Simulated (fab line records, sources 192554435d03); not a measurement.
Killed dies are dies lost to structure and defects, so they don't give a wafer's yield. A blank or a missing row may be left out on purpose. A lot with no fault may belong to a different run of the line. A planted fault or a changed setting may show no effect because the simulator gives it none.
fab line records ; flow n5_finfet
[record] lots = 7; wafers = 21; last_day = 18
route steps=1938 shown BEOL_M3@999 BEOL_M4@1111 PASSIVATION@1936
lots that met no fault: taken from a fault-free run of the same line
start_h: hours from the record's opening day to when the first of the lot's shown wafers began ; wait_h: hours from the lot's prior step to this one ; " the same as in the row above ; L1.1+2: a row that stands for several wafers ; - no value, or no start given ; * or withheld: withheld ; < > ~ a bound
route shown NAME@n: a module of which the file shows steps, and the number in the route of the first ; usual: the fault-free wafers' mean and standard deviation ; same: alike in all rows ; chamber/n: place in a boat ; sites: per-site readings ; _std_site: the standard deviation of these ; _edge_site: outer sites' mean less inner sites' ; radius_mm: how far each site lies from the wafer's centre ; mask NAME#n: copy n ; behind: the tool/chamber that last shaped the wafer ; hold: the reason the lot was held/the length of the hold in hours/how it ended ; device: whichever transistor did not switch (one of n, p or np) ; end of line: the same wafers' tests at the end of the route ; where a step has no rows: the recipe by itself ; killed: at the first sort, the dies lost to defects and structure; wafer yield is something else ; map: per-die view of a wafer (x killed, . not killed, _ where there is no die)
set.NAME: the run value of the setting; set.NAME@STEP: its run value at that earlier step ; model.NAME: the simulator's own value behind a step, which no gauge read
a table for each step, a row for each wafer; lots at some steps of the route
services: the hour from which a tool's chamber was out of use, counted from the record's first day as start_h (under 0 if before that day), plus the number of hours and why
[[steps]]
[step N5_BEOL_M3_ANNEAL_82]
[recipe] temp_c = 400; time_s = 240; ambient = vacuum
[usual] heater_power_w = 836/100; susceptor_temp_C = 400.02/0.22
lot.wafer;tool;chamber;start_h;wait_h;heater_power_w;susceptor_temp_C
L970.1;pvd_sputter-01;-;166.54;0.0;964;400.18
L970.4;pvd_sputter-01;-;166.54;0.0;878;399.93
L970.6;pvd_sputter-01;-;166.54;0.0;974;400.05
L971.1;pvd_sputter-03;-;175.22;0.0;880;400.45
L971.2;pvd_sputter-03;-;175.22;0.0;845;400.10
L971.4;pvd_sputter-03;-;175.22;0.0;932;399.79
L973.1;pvd_sputter-03;-;188.50;0.0;861;400.39
L973.4;pvd_sputter-03;-;188.50;0.0;839;400.17
L973.5;pvd_sputter-03;-;188.50;0.0;878;400.12
L975.2;pvd_sputter-02;-;194.92;0.0;819;399.97
L975.4;pvd_sputter-02;-;194.92;0.0;920;399.96
L975.5;pvd_sputter-02;-;194.92;0.0;790;400.13
L985.2;pvd_sputter-01;-;251.51;0.0;943;399.92
L985.4;pvd_sputter-01;-;251.51;0.0;891;400.12
L985.6;pvd_sputter-01;-;251.51;0.0;869;400.23
L986.3;pvd_sputter-01;-;271.52;0.0;983;400.04
L986.4;pvd_sputter-01;-;271.52;0.0;685;400.22
L986.5;pvd_sputter-01;-;271.52;0.0;995;400.13
L991.2;pvd_sputter-03;-;305.21;0.0;928;399.57
L991.4;pvd_sputter-03;-;305.21;0.0;871;399.68
L991.6;pvd_sputter-03;-;305.21;0.0;900;400.05
[step N5_BEOL_M3_SPUTTER_86]
[recipe] material = Cu; target_thk_a = 45; temp_c = -20; chamber_pressure_pa = 0.07; power_w = withheld; time_s = 8.29
[step N5_BEOL_M3_ANNEAL_87]
[recipe] temp_c = 400; time_s = 240; ambient = vacuum
[step N5_BEOL_M3_SPUTTER_88]
[recipe] material = Cu; target_thk_a = 45; temp_c = -20; chamber_pressure_pa = 0.07; power_w = withheld; time_s = 8.29
[step N5_BEOL_M3_ANNEAL_89]
[recipe] temp_c = 400; time_s = 240; ambient = vacuum
[usual] heater_power_w = 838/99; susceptor_temp_C = 400.03/0.23
lot.wafer;tool;chamber;start_h;wait_h;heater_power_w;susceptor_temp_C
L970.1;pvd_sputter-01;-;166.98;0.0;973;399.87
L970.4;pvd_sputter-01;-;166.98;0.0;884;400.17
L970.6;pvd_sputter-01;-;166.98;0.0;965;400.02
L971.1;pvd_sputter-03;-;175.66;0.0;882;400.32
L971.2;pvd_sputter-03;-;175.66;0.0;843;400.13
L971.4;pvd_sputter-03;-;175.66;0.0;920;399.67
L973.1;pvd_sputter-03;-;188.94;0.0;881;400.04
L973.4;pvd_sputter-03;-;188.94;0.0;844;399.96
L973.5;pvd_sputter-03;-;188.94;0.0;833;399.67
L975.2;pvd_sputter-02;-;195.36;0.0;810;399.83
L975.4;pvd_sputter-02;-;195.36;0.0;924;399.93
L975.5;pvd_sputter-02;-;195.36;0.0;811;399.99
L985.2;pvd_sputter-01;-;251.95;0.0;940;400.09
L985.4;pvd_sputter-01;-;251.95;0.0;874;400.04
L985.6;pvd_sputter-01;-;251.95;0.0;864;399.79
L986.3;pvd_sputter-01;-;271.96;0.0;977;400.32
L986.4;pvd_sputter-01;-;271.96;0.0;700;399.77
L986.5;pvd_sputter-01;-;271.96;0.0;954;400.28
L991.2;pvd_sputter-03;-;305.65;0.0;948;400.72
L991.4;pvd_sputter-03;-;305.65;0.0;856;399.94
L991.6;pvd_sputter-03;-;305.65;0.0;904;400.62
[step N5_BEOL_M3_SPUTTER_90]
[recipe] material = Cu; target_thk_a = 45; temp_c = -20; chamber_pressure_pa = 0.07; power_w = withheld; time_s = 8.29
[usual] chamber_pressure_pa = 0.06999/0.00014; susceptor_temp_C = -20.01/0.1; throttle_valve_pct = 29.9/1.2
lot.wafer;tool;chamber;start_h;wait_h;chamber_pressure_pa;susceptor_temp_C;throttle_valve_pct
L970.1;pvd_sputter-01;-;167.12;0.1;0.06993;-19.92;31.6
L970.4;pvd_sputter-01;-;167.12;0.1;0.06999;-20.01;27.9
L970.6;pvd_sputter-01;-;167.12;0.1;0.06998;-19.99;31.5
L971.1;pvd_sputter-03;-;175.80;0.1;0.06989;-19.91;28.3
L971.2;pvd_sputter-03;-;175.80;0.1;0.07011;-19.96;30.9
L971.4;pvd_sputter-03;-;175.80;0.1;0.0698;-19.90;29.1
L973.1;pvd_sputter-03;-;189.08;0.1;0.06999;-19.91;30.7
L973.4;pvd_sputter-03;-;189.08;0.1;0.06978;-19.98;31.0
L973.5;pvd_sputter-03;-;189.08;0.1;0.07005;-20.05;31.3
L975.2;pvd_sputter-02;-;195.50;0.1;0.06981;-20.06;31.0
L975.4;pvd_sputter-02;-;195.50;0.1;0.06962;-20.19;31.5
L975.5;pvd_sputter-02;-;195.50;0.1;0.07007;-20.02;31.1
L985.2;pvd_sputter-01;-;252.09;0.1;0.07022;-19.99;30.4
L985.4;pvd_sputter-01;-;252.09;0.1;0.07024;-20.18;27.9
L985.6;pvd_sputter-01;-;252.09;0.1;0.07017;-20.04;27.9
L986.3;pvd_sputter-01;-;272.10;0.1;0.07035;-19.98;31.4
L986.4;pvd_sputter-01;-;272.10;0.1;0.07011;-20.16;30.0
L986.5;pvd_sputter-01;-;272.10;0.1;0.06996;-20.06;31.3
L991.2;pvd_sputter-03;-;305.79;0.1;0.0699;-19.91;29.1
L991.4;pvd_sputter-03;-;305.79;0.1;0.07;-19.82;28.4
L991.6;pvd_sputter-03;-;305.79;0.1;0.07002;-19.96;29.0
[step N5_BEOL_M3_ANNEAL_91]
[recipe] temp_c = 400; time_s = 240; ambient = vacuum
[step N5_BEOL_M3_SPUTTER_92]
[recipe] material = Cu; target_thk_a = 45; temp_c = -20; chamber_pressure_pa = 0.07; power_w = withheld; time_s = 8.29
[step N5_BEOL_M3_ANNEAL_93]
[recipe] temp_c = 400; time_s = 240; ambient = vacuum
[usual] heater_power_w = 838/100; susceptor_temp_C = 400.02/0.21
lot.wafer;tool;chamber;start_h;wait_h;heater_power_w;susceptor_temp_C
L970.1;pvd_sputter-01;-;167.42;0.0;973;399.98
L970.4;pvd_sputter-01;-;167.42;0.0;891;400.14
L970.6;pvd_sputter-01;-;167.42;0.0;949;400.22
L971.1;pvd_sputter-03;-;176.10;0.0;883;400.22
L971.2;pvd_sputter-03;-;176.10;0.0;831;399.71
L971.4;pvd_sputter-03;-;176.10;0.0;911;399.75
L973.1;pvd_sputter-03;-;189.38;0.0;880;400.02
L973.4;pvd_sputter-03;-;189.38;0.0;835;400.04
L973.5;pvd_sputter-03;-;189.38;0.0;838;400.06
L975.2;pvd_sputter-02;-;195.80;0.0;801;400.43
L975.4;pvd_sputter-02;-;195.80;0.0;895;400.15
L975.5;pvd_sputter-02;-;195.80;0.0;809;399.82
L985.2;pvd_sputter-01;-;252.39;0.0;928;400.08
L985.4;pvd_sputter-01;-;252.39;0.0;899;400.14
L985.6;pvd_sputter-01;-;252.39;0.0;877;400.29
L986.3;pvd_sputter-01;-;272.40;0.0;991;400.15
L986.4;pvd_sputter-01;-;272.40;0.0;691;399.98
L986.5;pvd_sputter-01;-;272.40;0.0;956;400.03
L991.2;pvd_sputter-03;-;306.09;0.0;921;400.19
L991.4;pvd_sputter-03;-;306.09;0.0;853;399.98
L991.6;pvd_sputter-03;-;306.09;0.0;918;400.05
[step N5_BEOL_M3_SPUTTER_94]
[recipe] material = Cu; target_thk_a = 45; temp_c = -20; chamber_pressure_pa = 0.07; power_w = withheld; time_s = 8.29
[usual] chamber_pressure_pa = 0.07002/0.00013; susceptor_temp_C = -20.00/0.11; throttle_valve_pct = 29.9/1.2
lot.wafer;tool;chamber;start_h;wait_h;chamber_pressure_pa;susceptor_temp_C;throttle_valve_pct
L970.1;pvd_sputter-01;-;167.56;0.1;0.07008;-19.98;31.4
L970.4;pvd_sputter-01;-;167.56;0.1;0.06987;-19.89;28.0
L970.6;pvd_sputter-01;-;167.56;0.1;0.07005;-20.02;31.4
L971.1;pvd_sputter-03;-;176.24;0.1;0.06998;-19.95;28.3
L971.2;pvd_sputter-03;-;176.24;0.1;0.07008;-20.10;31.0
L971.4;pvd_sputter-03;-;176.24;0.1;0.07011;-20.21;29.0
L973.1;pvd_sputter-03;-;189.52;0.1;0.07;-20.04;30.8
L973.4;pvd_sputter-03;-;189.52;0.1;0.06994;-19.99;30.8
L973.5;pvd_sputter-03;-;189.52;0.1;0.07023;-19.99;30.9
L975.2;pvd_sputter-02;-;195.94;0.1;0.0703;-19.94;31.2
L975.4;pvd_sputter-02;-;195.94;0.1;0.06994;-20.03;31.3
L975.5;pvd_sputter-02;-;195.94;0.1;0.07026;-19.97;31.2
L985.2;pvd_sputter-01;-;252.53;0.1;0.06981;-20.02;30.3
L985.4;pvd_sputter-01;-;252.53;0.1;0.07001;-19.94;27.7
L985.6;pvd_sputter-01;-;252.53;0.1;0.07006;-19.97;27.8
L986.3;pvd_sputter-01;-;272.54;0.1;0.07049;-19.95;31.2
L986.4;pvd_sputter-01;-;272.54;0.1;0.07006;-20.09;29.8
L986.5;pvd_sputter-01;-;272.54;0.1;0.07005;-19.87;31.4
L991.2;pvd_sputter-03;-;306.23;0.1;0.06995;-19.92;29.2
L991.4;pvd_sputter-03;-;306.23;0.1;0.06982;-19.95;28.3
L991.6;pvd_sputter-03;-;306.23;0.1;0.0702;-20.08;29.5
[step N5_BEOL_M3_ANNEAL_95]
[recipe] temp_c = 400; time_s = 240; ambient = vacuum
[step N5_BEOL_M3_SPUTTER_96]
[recipe] material = Cu; target_thk_a = 45; temp_c = -20; chamber_pressure_pa = 0.07; power_w = withheld; time_s = 8.29
[step N5_BEOL_M3_ECD_50]
[recipe] material = Cu; target_thk_a = 3000
lot.wafer;tool;chamber;start_h;wait_h;model.Cu_of_BEOL_M3_ECD_50.thk_nm
L970.1;ecd_cu-02;0;167.89;0.1;301.6
L970.4;ecd_cu-02;0;167.89;0.1;304.4
L970.6;ecd_cu-02;1;167.89;0.1;300.8
L971.1;ecd_cu-01;1;176.57;0.1;188
L971.2;ecd_cu-01;0;176.57;0.1;183.4
L971.4;ecd_cu-01;1;176.57;0.1;297.4
L973.1;ecd_cu-01;1;189.86;0.1;180.8
L973.4;ecd_cu-01;1;189.86;0.1;299.2
L973.5;ecd_cu-01;1;189.86;0.1;298.6
L975.2;ecd_cu-01;0;196.27;0.1;187
L975.4;ecd_cu-01;1;196.27;0.1;300.6
L975.5;ecd_cu-01;0;196.27;0.1;298.2
L985.2;ecd_cu-01;1;252.87;0.1;298.4
L985.4;ecd_cu-01;1;252.87;0.1;301.4
L985.6;ecd_cu-01;1;252.87;0.1;300.8
L986.3;ecd_cu-01;1;272.90;0.1;295.6
L986.4;ecd_cu-01;0;272.90;0.1;298.2
L986.5;ecd_cu-01;0;272.90;0.1;296.6
L991.2;ecd_cu-02;0;306.57;0.1;300.4
L991.4;ecd_cu-02;1;306.57;0.1;299.2
L991.6;ecd_cu-02;0;306.57;0.1;301.2
[step N5_BEOL_M3_ANNEAL_51]
[recipe] temp_c = 225; time_s = 90; ambient = N2
[step N5_BEOL_M3_CMP_52]
[recipe] stop_on = SiOC; t_overpolish_s = 6.8; down_force_psi = 1; platen_rpm = 50; clearing_platen_down_force_psi = 1.5; clearing_platen_rpm = 50; post_cmp_clean = cu_alkaline; target_thk_nm = 40; clearing_platen_pad_velocity_m_s = 0.99484; pad_velocity_m_s = 0.99484
[usual] clearing_platen_down_force_psi = 1.4995/0.0026; motor_current_A = 6.3/0.52; time_to_endpoint_s = 63/3.6
lot.wafer;tool;chamber;start_h;wait_h;clearing_platen_down_force_psi;motor_current_A;time_to_endpoint_s
L970.1;cmp-02;2;168.27;0.3;1.4996;5.8;64
L970.4;cmp-02;0;168.27;0.3;1.4962;6.3;65
L970.6;cmp-02;3;168.27;0.3;1.4998;5.5;60
L971.1;cmp-04;3;178.84;0.3;1.4985;6.1;36
L971.4;cmp-04;1;178.84;0.3;1.4972;6.9;65
L971.2;cmp-04;2;178.84;0.3;1.5044;6.8;45
L973.1;cmp-02;2;191.02;0.3;1.5053;5.5;38
L973.4;cmp-02;3;191.02;0.3;1.4975;5.4;58
L973.5;cmp-02;2;191.02;0.3;1.5007;6.0;60
L975.2;cmp-03;0;197.62;0.2;1.4971;5.7;44
L975.4;cmp-03;1;197.62;0.2;1.4951;6.6;67
L975.5;cmp-03;3;197.62;0.2;1.4977;7.3;65
L985.4;cmp-03;3;253.24;0.1;1.5026;7.4;67
L985.2;cmp-03;0;253.24;0.1;1.5031;6.0;64
L985.6;cmp-03;3;253.24;0.1;1.4975;7.1;65
L986.4;cmp-02;0;273.29;0.2;1.4973;6.3;68
L986.3;cmp-02;1;273.29;0.2;1.4989;6.1;60
L986.5;cmp-02;3;273.29;0.2;1.5024;5.5;61
L991.2;cmp-02;1;307.00;0.3;1.5005;6.0;56
L991.4;cmp-02;3;307.00;0.3;1.4963;5.8;53
L991.6;cmp-02;1;307.00;0.3;1.5018;6.0;59
[step N5_BEOL_M3_THK_MEAS_53]
[recipe] thk_meas_gauge = xrf; reads = Cu_of_BEOL_M3_ECD_50
[usual] M3_THK = 39.3/1.7
lot.wafer;tool;chamber;start_h;wait_h;M3_THK[nm]
L970.1;film_metro-01;-;168.56;-;40.0
L970.4;film_metro-01;-;168.56;-;42.2
L970.6;film_metro-01;-;168.56;-;39.8
L971.1;film_metro-01;-;179.14;-;41.1
L971.2;film_metro-01;-;179.14;-;42.3
L971.4;film_metro-01;-;179.14;-;42.5
L973.1;film_metro-01;-;191.28;-;36.3
L973.4;film_metro-01;-;191.28;-;35.9
L973.5;film_metro-01;-;191.28;-;38.4
L975.2;film_metro-02;-;197.87;-;40.1
L975.4;film_metro-02;-;197.87;-;38.1
L975.5;film_metro-02;-;197.87;-;39.5
L985.2;film_metro-02;-;253.54;-;37.7
L985.4;film_metro-02;-;253.54;-;39.4
L985.6;film_metro-02;-;253.54;-;40.2
L986.3;film_metro-01;-;273.55;-;38.1
L986.4;film_metro-01;-;273.55;-;40.7
L986.5;film_metro-01;-;273.55;-;38.4
L991.2;film_metro-01;-;307.25;-;36.4
L991.4;film_metro-01;-;307.25;-;38.8
L991.6;film_metro-01;-;307.25;-;38.0
[step N5_BEOL_M4_RC_MEAS_101]
[usual] DIBL_N = 35.9/1.8; DIBL_P = 36.2/2; IOFF_N = 0.16/0.031; IOFF_P = 0.22/0.041; ION_N = 676/11; ION_P = 465/8.5; SS_N = 71.4/0.64; SS_P = 73.2/0.7; VT_N = 250/3.5; VT_P = -250/3.9
lot.wafer;tool;chamber;start_h;wait_h;DIBL_N[mV/V];DIBL_P[mV/V];IOFF_N[nA/um];IOFF_P[nA/um];ION_N[uA/um];ION_P[uA/um];SS_N[mV/dec];SS_P[mV/dec];VT_N[mV];VT_P[mV]
L970.1;prober-02;0;182.20;0.0;35.6;36.2;0.16;0.19;670;462;71.8;72.7;249;-255
L970.4;prober-02;0;182.20;0.0;33.7;33.2;0.12;0.16;659;452;70.6;72.3;253;-252
L970.6;prober-02;0;182.20;0.0;35.3;34.7;0.15;0.18;677;459;71.3;72.7;248;-253
L971.1;prober-02;0;188.71;0.0;34.4;35.2;0.13;0.18;674;464;71.2;72.7;254;-251
L971.2;prober-02;0;188.71;0.0;30.5;31.1;0.08;0.13;646;454;70.4;71.8;260;-251
L971.4;prober-02;0;188.71;0.0;35.5;37.5;0.16;0.21;665;466;71.9;74.1;251;-247
L975.2;prober-01;0;214.34;0.2;37.5;37.5;0.19;0.27;690;478;71.6;73.6;245;-244
L975.4;prober-01;0;214.34;0.2;33.2;31.4;0.11;0.17;669;459;70.7;71.9;254;-250
L975.5;prober-01;0;214.34;0.2;36.7;36.6;0.17;0.24;687;477;72.1;73.1;250;-248
L973.1;prober-02;0;214.72;0.0;33.6;33.3;0.11;0.15;660;449;70.8;72.5;256;-255
L973.4;prober-02;0;214.72;0.0;36.3;36.2;0.16;0.19;682;464;72.5;74.1;248;-255
L973.5;prober-02;0;214.72;0.0;35.6;34.8;0.15;0.18;665;453;71.9;72.7;248;-257
L985.2;prober-01;0;270.01;0.2;36.4;36.7;0.18;0.20;678;456;71.6;73.3;245;-249
L985.4;prober-01;0;270.01;0.2;38.6;39.7;0.24;0.25;682;462;72.3;74.4;242;-249
L985.6;prober-01;0;270.01;0.2;35.2;35.2;0.16;0.18;674;457;71.1;73.5;247;-254
L986.3;prober-02;0;284.97;0.3;36.9;37.2;0.17;0.24;692;480;70.4;74.2;248;-248
L986.4;prober-02;0;284.97;0.3;37.2;38.5;0.16;0.27;672;471;70.6;74.6;249;-244
L986.5;prober-02;0;284.97;0.3;38.0;38.1;0.18;0.27;676;472;71.4;73.8;246;-244
L991.2;prober-02;0;321.27;0.2;38.6;38.9;0.17;0.19;665;449;71.3;73.4;251;-254
L991.4;prober-02;0;321.27;0.2;34.5;34.8;0.11;0.14;645;443;70.4;72.2;254;-258
L991.6;prober-02;0;321.27;0.2;32.4;31.9;0.09;0.12;651;448;70.3;71.7;259;-260
[step N5_PASSIVATION_PROBE_49]
[usual] defect_limited_yield = 91.3/1.3; killed_at_M0_to_M3 = 35/9.3; killed_at_M4_up = 14/5.2; killed_at_contacts = 12/5.9; killed_at_front_end = 38/11; killed_at_other = 4/3.7; killed_dies = 103/15; killed_on_rim = 14/4; killed_open = 67/12; killed_short = 34/8; sort_bin_5_function = 5.1/0.88; sort_bin_6_memory = 3.3/0.65; sort_bin_8_speed = 0.00/0.03; sort_n_pass = 1077/15; sort_yield_pct = 91.3/1.3
[same] gross_dies = 1180; killed_at_back_side = 0; sort_bin_4_leakage[%] = 0
lot.wafer;tool;chamber;start_h;wait_h;defect_limited_yield[%];killed_at_M0_to_M3;killed_at_M4_up;killed_at_contacts;killed_at_front_end;killed_at_other;killed_dies;killed_on_rim;killed_open;killed_short;sort_bin_5_function[%];sort_bin_6_memory[%];sort_bin_8_speed[%];sort_n_pass;sort_yield_pct[%]
L970.1;prober-02;-;297.37;0.0;92.3;32;15;15;27;2;91;16;61;28;3.9;3.5;0;1089;92.3
L970.4;prober-02;-;297.52;0.2;91.9;36;21;15;18;5;95;14;74;20;5.0;2.7;0;1085;91.9
L970.6;prober-02;-;297.62;0.3;92.0;34;13;9;33;5;94;9;58;36;4.4;3.0;0;1086;92.0
L973.1;prober-01;-;328.47;0.0;92.4;29;15;8;38;0;90;10;65;24;4.4;3.1;0;1090;92.4
L973.4;prober-01;-;328.62;0.2;90.4;41;9;7;48;8;113;9;71;40;5.8;3.4;0;1067;90.4
L973.5;prober-01;-;328.67;0.2;92.0;31;9;8;44;2;94;6;54;39;4.7;2.8;0;1086;92.0
L975.2;prober-02;-;328.54;0.1;93.0;36;9;4;32;2;83;10;52;31;4.6;2.3;0;1097;93.0
L975.4;prober-02;-;328.64;0.2;90.8;37;23;25;24;0;109;11;78;30;5.2;3.8;0;1071;90.8
L975.5;prober-02;-;328.69;0.2;92.9;26;16;13;28;1;84;19;57;27;4.5;2.5;0;1096;92.9
L985.2;prober-01;-;384.59;0.1;92.1;38;15;10;27;3;93;19;61;32;4.4;3.1;0;1087;92.1
L985.4;prober-01;-;384.69;0.2;91.0;33;16;18;38;1;106;16;77;29;4.6;4.0;0;1074;91.0
L985.6;prober-01;-;384.79;0.3;90.8;31;5;17;50;5;108;10;64;44;4.9;3.6;0;1072;90.8
L986.3;prober-02;-;394.42;0.1;91.6;28;19;8;39;5;99;11;75;23;5.0;3.2;0;1081;91.6
L986.4;prober-02;-;394.47;0.2;90.8;27;16;10;47;8;108;12;72;28;5.3;3.3;0;1072;90.8
L986.5;prober-02;-;394.52;0.2;90.8;30;8;14;54;3;109;22;67;40;5.2;3.9;0;1071;90.8
L991.2;prober-02;-;430.80;0.1;92.1;51;19;9;14;0;93;9;71;22;5.3;2.5;0;1087;92.1
L991.4;prober-02;-;430.90;0.2;91.2;39;26;10;25;4;104;12;69;35;5.7;3.1;0;1076;91.2
L991.6;prober-02;-;431.00;0.3;91.3;40;23;8;32;0;103;13;61;39;4.9;3.4;0;1077;91.3
// killed by level:class
L970.1 STI_FIN_REVEAL:geometric_particle:open=14 MOL_CONTACT_COAG:geometric_particle:open=13 BEOL_M0_SAQP:geometric_particle:short=12 BEOL_M0_SAQP:geometric_particle:open=10 BEOL_M4:geometric_particle:open=8 BEOL_M3:geometric_particle:open=6 BEOL_M0:geometric_particle:open=3 FIN_SAQP:geometric_particle:short=2
L970.4 BEOL_M4:geometric_particle:open=14 MOL_CONTACT_COAG:geometric_particle:open=13 BEOL_M3:geometric_particle:open=11 BEOL_M0_SAQP:geometric_particle:open=10 BEOL_M0_SAQP:geometric_particle:short=8 STI_FIN_REVEAL:geometric_particle:open=7 DUMMY_GATE:geometric_particle:open=3 BEOL_M4:geometric_particle:short=3
L970.6 BEOL_M0_SAQP:geometric_particle:open=16 STI_FIN_REVEAL:geometric_particle:open=11 BEOL_M0_SAQP:geometric_particle:short=11 FIN_SAQP:geometric_particle:short=9 BEOL_M4:geometric_particle:open=7 MOL_CONTACT_COAG:geometric_particle:open=6 DUMMY_GATE:geometric_particle:open=4 MOL_CONTACT_COAG:geometric_particle:short=3
L973.1 BEOL_M3:geometric_particle:open=11 FIN_SAQP:geometric_particle:open=9 MOL_CONTACT_COAG:geometric_particle:open=7 BEOL_M0_SAQP:geometric_particle:short=7 GATE_CUT:geometric_particle:short=6 BEOL_M0_SAQP:geometric_particle:open=6 GATE_CUT:geometric_particle:open=5 FIN_SAQP:geometric_particle:short=4
L975.2 STI_FIN_REVEAL:geometric_particle:open=8 BEOL_M0:geometric_particle:open=7 BEOL_M0_SAQP:geometric_particle:open=6 BEOL_M1:geometric_particle:open=6 STARTING-WAFER:geometric_particle:short=5 BEOL_M0_SAQP:geometric_particle:short=5 BEOL_M0:geometric_particle:short=5 MOL_CONTACT_COAG:geometric_particle:open=4
L973.4 BEOL_M3:geometric_particle:open=13 FIN_SAQP:geometric_particle:open=7 FIN_SAQP:geometric_particle:short=7 MOL_CONTACT_COAG:geometric_particle:open=7 BEOL_M0_SAQP:geometric_particle:open=7 BEOL_M0_SAQP:geometric_particle:short=6 BEOL_M0:geometric_particle:open=6 STI_FIN_REVEAL:geometric_particle:open=5
L975.4 MOL_CONTACT_COAG:geometric_particle:open=20 BEOL_M4:geometric_particle:open=18 BEOL_M0_SAQP:geometric_particle:open=9 BEOL_M1:geometric_particle:open=8 STI_FIN_REVEAL:geometric_particle:open=7 BEOL_M0_SAQP:geometric_particle:short=6 MOL_CONTACT_COAG:geometric_particle:short=5 BEOL_M3:geometric_particle:open=5
L973.5 BEOL_M0_SAQP:geometric_particle:short=10 FIN_SAQP:geometric_particle:short=9 BEOL_M3:geometric_particle:open=8 ILD0:geometric_particle:open=6 MOL_CONTACT_COAG:geometric_particle:open=6 STARTING-WAFER:geometric_particle:short=6 STI_FIN_REVEAL:geometric_particle:open=5 BEOL_M0_SAQP:geometric_particle:open=5
L975.5 BEOL_M4:geometric_particle:open=9 STI_FIN_REVEAL:geometric_particle:open=8 MOL_CONTACT_COAG:geometric_particle:open=8 FIN_SAQP:geometric_particle:open=6 BEOL_M0:geometric_particle:short=6 BEOL_M3:geometric_particle:open=6 MOL_CONTACT_COAG:geometric_particle:short=5 BEOL_M1:geometric_particle:open=5
L985.2 BEOL_M1:geometric_particle:open=10 BEOL_M0_SAQP:geometric_particle:short=8 MOL_CONTACT_COAG:geometric_particle:open=7 BEOL_M2:geometric_particle:open=5 BEOL_M4:geometric_particle:open=5 STARTING-WAFER:geometric_particle:open=5 FIN_SAQP:geometric_particle:short=4 FIN_SAQP:geometric_particle:open=4
L985.4 MOL_CONTACT_COAG:geometric_particle:open=14 STI_FIN_REVEAL:geometric_particle:open=10 BEOL_M7:geometric_particle:open=7 BEOL_M1:geometric_particle:open=6 STARTING-WAFER:geometric_particle:open=6 FIN_SAQP:geometric_particle:short=5 BEOL_M0_SAQP:geometric_particle:open=5 BEOL_M0_SAQP:geometric_particle:short=5
L985.6 FIN_SAQP:geometric_particle:open=15 FIN_SAQP:geometric_particle:short=15 MOL_CONTACT_COAG:geometric_particle:open=13 BEOL_M0_SAQP:geometric_particle:short=8 BEOL_M1:geometric_particle:open=8 BEOL_M0_SAQP:geometric_particle:open=6 GATE_CUT:geometric_particle:short=5 DUMMY_GATE:geometric_particle:open=4
L986.3 STI_FIN_REVEAL:geometric_particle:open=13 BEOL_M2:geometric_particle:open=11 DUMMY_GATE:geometric_particle:open=9 BEOL_M4:geometric_particle:open=7 BEOL_M0:geometric_particle:open=7 MOL_CONTACT_COAG:geometric_particle:open=5 STI_FIN_REVEAL:geometric_particle:short=4 BEOL_M3:geometric_particle:open=4
L986.4 DUMMY_GATE:geometric_particle:open=13 STI_FIN_REVEAL:geometric_particle:open=9 MOL_CONTACT_COAG:geometric_particle:open=8 BEOL_M2:geometric_particle:open=8 BEOL_M4:geometric_particle:open=5 FIN_SAQP:geometric_particle:open=4 DUMMY_GATE:geometric_particle:short=4 BEOL_M3:geometric_particle:open=4
L986.5 STI_FIN_REVEAL:geometric_particle:open=11 MOL_CONTACT_COAG:geometric_particle:open=11 GATE_CUT:geometric_particle:short=9 DUMMY_GATE:geometric_particle:open=8 BEOL_M0_SAQP:geometric_particle:short=8 FIN_SAQP:geometric_particle:open=6 BEOL_M0_SAQP:geometric_particle:open=6 BEOL_M2:geometric_particle:open=6
L991.2 BEOL_M3:geometric_particle:open=18 BEOL_M2:geometric_particle:open=13 MOL_CONTACT_COAG:geometric_particle:open=9 BEOL_M4:geometric_particle:open=7 BEOL_M1:geometric_particle:open=5 BEOL_M0_SAQP:geometric_particle:open=4 BEOL_M4:geometric_particle:short=4 STARTING-WAFER:geometric_particle:open=4
L991.4 STI_FIN_REVEAL:geometric_particle:open=10 BEOL_M1:geometric_particle:open=10 BEOL_M0_SAQP:geometric_particle:short=7 MOL_CONTACT_COAG:geometric_particle:open=7 BEOL_M2:geometric_particle:short=6 BEOL_M4:geometric_particle:open=6 BEOL_M7:geometric_particle:open=6 BEOL_M0_SAQP:geometric_particle:open=5
L991.6 BEOL_M4:geometric_particle:open=12 BEOL_M2:geometric_particle:open=8 BEOL_M0_SAQP:geometric_particle:short=8 BEOL_M3:geometric_particle:open=7 MOL_CONTACT_COAG:geometric_particle:open=6 STI_FIN_REVEAL:geometric_particle:short=5 BEOL_M3:geometric_particle:short=5 FIN_SAQP:geometric_particle:open=4
[[services]]
tool;chamber;start_h;hours;kind
cmp-04;-;152.45;4.0;pm
cmp-04;-;156.45;-;consumable_replace:conditioner
cmp-04;-;156.45;-;consumable_replace:pad
ecd_cu-01;-;186.21;3.0;repair
cmp-03;-;198.46;2.4;repair
cmp-02;-;210.90;4.0;pm
cmp-02;-;214.90;-;consumable_replace:conditioner
cmp-02;-;214.90;-;consumable_replace:pad
cmp-02;-;233.10;0.6;repair
ecd_cu-02;-;252.82;2.7;repair
pvd_sputter-03;-;254.06;7.5;repair
ecd_cu-01;-;255.95;1.8;repair
cmp-03;-;266.47;0.5;repair
cmp-04;-;273.88;2.7;repair
cmp-03;-;305.50;4.0;pm
[[key]]
[first_sign] step = N5_BEOL_M3_CMP_52; reading = time_to_endpoint_s; direction = down; sigmas = 6.1; usual = *; struck = *
effect none on later readings
[model_effect] step = N5_BEOL_M3_ECD_50; value = Cu_of_BEOL_M3_ECD_50.thk_nm; without = 298.4; struck = 184.8
met_at N5_BEOL_M3_ECD_50
struck_wafers L971.1,L971.2,L973.1,L975.2
[fault] kind = process_parameter_drift; tool = ecd_cu-01; chamber = -; onset_h = 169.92; steps = N5_BEOL_M3_ECD_50; channel = target_thk_a; offset = *; shape = step; end_h = 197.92; scope = struck_wafers_only; acts_in = *; stated = *
